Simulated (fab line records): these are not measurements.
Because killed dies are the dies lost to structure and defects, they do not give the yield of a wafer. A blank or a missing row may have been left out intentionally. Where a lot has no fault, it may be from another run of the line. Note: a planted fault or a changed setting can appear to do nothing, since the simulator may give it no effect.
Matching of chambers | flow n5-finfet | N5_BEOL_M0_CO_CAP_123 on cvd-co-02: 3 sister chambers
The step material Co, precursor CCTBA/H2, target thk 2 nm, time 102.1 s. 6 wafers are shown with their chamber, then 12 later ones without.

## WAFERS, EACH WITH ITS CHAMBER
wafer  | chamber | heater-power-w (W)
L090.1 | 1       | 252
L090.2 | 0       | 237
L090.3 | 2       | 220
L090.4 | 0       | 241
L090.5 | 2       | 227
L090.6 | 1       | 262

## WAFERS MISSING THEIR CHAMBER
wafer  | heater-power-w (W)
L092.1 | 227
L092.2 | 252
L092.3 | 234
L092.4 | 240
L092.5 | 249
L092.6 | 223
L095.2 | 255
L095.4 | 236
L095.5 | 224
L094.1 | 251
L094.3 | 223
L094.6 | 236

## THE CHAMBER EACH PASSED THROUGH
wafer  | from the rows above     | in truth
L092.1 | can't be placed: 2 or 0 | 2
L092.2 | can't be placed: 1 or 0 | 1
L092.3 | can't be placed: 0 or 2 | 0
L092.4 | 0                       | 0
L092.5 | can't be placed: 1 or 0 | 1
L092.6 | 2                       | 2
L095.2 | 1                       | 1
L095.4 | can't be placed: 0 or 2 | 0
L095.5 | 2                       | 2
L094.1 | can't be placed: 1 or 0 | 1
L094.3 | 2                       | 2
L094.6 | can't be placed: 0 or 2 | 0
Correct placement for 5 of the 12. These rows do not allow placing 7 (true chamber among the candidates in 7). Placed wrongly: 0.
How it was worked out, from the rows above alone: a wafer's distance from a chamber is the root of the sum, over the readings, of the square of ((its reading less the chamber's mean) divided by the reading's scatter). The wafer belongs to the nearest chamber; if the next one is less than 2 further off, it can't be placed. Each chamber's mean is taken over the wafers shown for it. The scatter: the root of (the sum of the squares of (reading less its chamber's mean) over the shown wafers, divided by (wafers less chambers)).
